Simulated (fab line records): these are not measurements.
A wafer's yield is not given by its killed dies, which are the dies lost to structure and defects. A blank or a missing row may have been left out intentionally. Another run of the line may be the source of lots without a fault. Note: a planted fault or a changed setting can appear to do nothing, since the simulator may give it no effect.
Which tool is to blame?	flow n5_finfet	12 lots with 36 wafers sampled at 6 steps, on a route of 1938 steps

## WHAT THE GAUGES SHOWED, per wafer
N5_BEOL_M6_OVL_MEAS_29.
lot	measured	on	V5_OVL (nm)
L074	day 9 08:22	overlay-01	-0.2 -0.6 0.0
L077	day 9 16:37	overlay-01	0.2 0.2 0.0
L079	day 9 19:41	overlay-02	-0.9 0.1 -0.5
L081	day 10 14:17	overlay-02	0.3 -0.7 -0.4
L083	day 11 11:05	overlay-02	-0.2 -0.7 0.4
L085	day 11 18:14	overlay-01	0.4 0.2 0.3
L088	day 12 07:22	overlay-02	-0.8 -0.3 -1.1
L086	day 12 09:51	overlay-02	0.1 0.0 -0.8
L092	day 13 09:35	overlay-01	0.1 0.9 -0.6
L093	day 13 13:48	overlay-02	-1.4 -0.9 -0.6
L095	day 13 23:36	overlay-01	-0.3 0.3 0.2
L097	day 14 10:29	overlay-02	-1.0 -0.8 -1.0

## WHICH TOOL RAN EACH LOT (tool, then ch and the chambers of the sampled wafers, then the start)
lot	N5_BEOL_M5_ETCH_41	N5_BEOL_M5_SPUTTER_90	N5_BEOL_M5_DEP_56	N5_BEOL_M6_PECVD_70	N5_BEOL_M6_HM_DEP_02
L074	rie_diel-04 ch 0,1,3, day 9 03:41 or earlier	pvd_sputter-02, day 9 03:41	pecvd-02 ch 0,1, day 9 04:40	pecvd-03 ch 0,1, day 9 05:53	pvd_sputter-03, day 9 06:13
L077	rie_diel-04 ch 0,2, day 9 10:07 or earlier	pvd_sputter-02, day 9 10:07	pecvd-04 ch 0, day 9 11:09	pecvd-02 ch 0,2, day 9 12:07	pvd_sputter-03, day 9 13:24
L079	rie_diel-06 ch 1,2,3, day 9 15:16 or earlier	pvd_sputter-02, day 9 15:16	pecvd-03 ch 0,1,2, day 9 16:47	pecvd-03 ch 1,2, day 9 18:00	pvd_sputter-03, day 9 18:04
L081	rie_diel-04 ch 0,1, day 10 09:25 or earlier	pvd_sputter-03, day 10 09:25	pecvd-02 ch 0,1,2, day 10 10:24	pecvd-01 ch 0,2, day 10 12:01	pvd_sputter-03, day 10 12:11
L083	rie_diel-06 ch 0,2,3, day 11 03:42 or earlier	pvd_sputter-02, day 11 03:42	pecvd-04 ch 0,1, day 11 05:59	pecvd-02 ch 0,2, day 11 06:44	pvd_sputter-02, day 11 07:10
L085	rie_diel-06 ch 1,2,3, day 11 11:41 or earlier	pvd_sputter-02, day 11 11:41	pecvd-02 ch 0,1,2, day 11 12:52	pecvd-03 ch 0,1, day 11 13:36	pvd_sputter-03, day 11 14:49
L088	rie_diel-04 ch 0,1,2, day 12 02:28 or earlier	pvd_sputter-03, day 12 02:28	pecvd-04 ch 0,1,2, day 12 03:28	pecvd-02 ch 0,1, day 12 04:13	pvd_sputter-01, day 12 04:37
L086	rie_diel-04 ch 0,3, day 12 04:24 or earlier	pvd_sputter-02, day 12 04:24	pecvd-03 ch 1,2, day 12 05:25	pecvd-03 ch 1,2, day 12 06:09	pvd_sputter-03, day 12 07:59
L092	rie_diel-06 ch 0,2, day 13 01:32 or earlier	pvd_sputter-01, day 13 01:32	pecvd-03 ch 0,1, day 13 02:31	pecvd-03 ch 0,1,2, day 13 03:16	pvd_sputter-03, day 13 04:52
L093	rie_diel-02 ch 0,1, day 13 09:41 or earlier	pvd_sputter-01, day 13 09:41	pecvd-03 ch 1,2, day 13 10:40	pecvd-01 ch 1,2, day 13 11:26	pvd_sputter-02, day 13 11:38
L095	rie_diel-04 ch 0,2, day 13 18:41 or earlier	pvd_sputter-02, day 13 18:41	pecvd-02 ch 0,2, day 13 19:40	pecvd-02 ch 0,2, day 13 20:26	pvd_sputter-01, day 13 22:00
L097	rie_diel-06 ch 2,3, day 14 06:14 or earlier	pvd_sputter-01, day 14 06:14	pecvd-04 ch 1,2, day 14 07:15	pecvd-02 ch 0,1,2, day 14 08:01	pvd_sputter-03, day 14 08:15
- N5_BEOL_M5_ETCH_41: etches SiCN in CH3F/O2, target depth 31.5 nm, time 56.7 s.
- N5_BEOL_M5_SPUTTER_90: material Cu, target thk 4.5 nm, time 8.29 s.
- N5_BEOL_M5_DEP_56: deposits SiCN from 3MS/NH3, target thk 8 nm, time 14 s.
- N5_BEOL_M6_PECVD_70: deposits SiO2 from TEOS/O2, target thk 20 nm, time 22.7 s.
- N5_BEOL_M6_HM_DEP_02: deposits TiN, target thk 20 nm.

## THE ANSWER, worked out from the rows above alone
Rule: usual is defined by the lots themselves. The widest of any qualifying gaps counts: lots, ordered by their means at a reading, are off when they make up no more than a third of the lots, leave a main group of 4 or more, and stand apart from it by 3 or more times the standard deviation of that group's means. A main group whose means are all the same, to the digits that the tables above print for the reading, isn't used. A lot without any number at a reading at which 4 lots or more have one is off too. Where the step has rows for the other lots, those lots are counted as sound.
Nothing can be told from this: no lot is off at any reading shown.

## WHAT THE SIMULATOR HAD PUT IN
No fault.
